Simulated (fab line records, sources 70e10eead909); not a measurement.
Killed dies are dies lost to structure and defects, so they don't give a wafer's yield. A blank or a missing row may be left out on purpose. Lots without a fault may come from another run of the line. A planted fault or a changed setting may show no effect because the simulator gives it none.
Problem report in the 8D (eight disciplines) form, filled by code | flow nand_harc | the parts of the form that need people (team, actions taken, sign-off) are left out

1. THE PROBLEM
cd_nm at NHARC_A_M0_CD_MEAS_09 reads a mean of 70.1 nm on 3 wafers of 2 lots; wafers without a fault read 80.0 nm with a standard deviation of 0.72. That is -14 standard deviations from the usual mean.
The step: target cd 80 nm.
First seen on wafer L934.3, day 20 14:05, on cd_sem-03. The record holds 41 wafers of 14 lots with a number at this step. Rule for "out", or "out of limits": more than 4 standard deviations from the usual mean. The other wafers with a number count as sound.

2. WHAT IT IS AND WHAT IT IS NOT
question                    | is                     | is not
which readings at this step | cd_nm                  | -
which lots                  | L933, L934             | L922, L923, L924, L925, L926, L928, L929, L930, L931, L932, L935, L943
which wafers of those lots  | L933.3, L933.5, L934.3 | L933.2, L934.2
read on which gauges        | cd_sem-01, cd_sem-03   | cd_sem-02
when                        | from day 20 14:05      | up to then (34 sound wafers); but 4 sound wafers of L933, L943 came after

3. SUSPECTS, AND WHAT RULES EACH OUT
Counting: a tool at a process step up to the reading stays a suspect if it ran every lot that is out. Sound lots after the first of them don't rule it out here, since some wafers of a struck lot are sound.
- the gauge at NHARC_A_M0_CD_MEAS_09: ruled out. The wafers that are out were read on 2 gauges (cd_sem-01, cd_sem-03).
- arfi_scanner-02 at NHARC_A_M0_EXPOSE_06 (exposes mask A M0, target cd 80 nm): kept. It ran every lot that is out, first L934 (day 20 13:57); its last sound lot up to then is L932 (day 20 02:41).
Left after counting: arfi_scanner-02 at NHARC_A_M0_EXPOSE_06.

4. THE CAUSE (what the simulator had put in)
Process parameter drift: arfi_scanner-02, from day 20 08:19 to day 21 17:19, at NHARC_A_M0_EXPOSE_06. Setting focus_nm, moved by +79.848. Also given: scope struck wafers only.
Counting left only this tool.

5. THE CHAIN OF EFFECTS, in route order
Each row: a reading whose mean over the struck wafers that have a number lies more than 3 standard deviations from the usual. Only readings for which the record gives a usual standard deviation are gone through. hours: the time from each lot's start at the first step in this table that gives one to its start at this step, as a median over the lots. sigmas: the change in usual standard deviations.
hours | step                  | reading | usual   | on struck wafers | change | sigmas
0     | NHARC_A_M0_CD_MEAS_09 | cd_nm   | 80.0 nm | 70.1             | -9.9   | -14
1     | NHARC_A_M0_CD_MEAS_16 | cd_nm   | 80.0 nm | 70.6             | -9.4   | -12

6. WHAT WOULD HAVE CAUGHT IT SOONER
In this record the first reading out of limits at a measuring or inspecting step was taken at day 20 14:05, 6 hours after the fault began at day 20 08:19.
Of the lots that are out (2), L933 began NHARC_A_M0_EXPOSE_06 on arfi_scanner-02 after day 20 14:05. A hold on the tool at that time would have spared it.
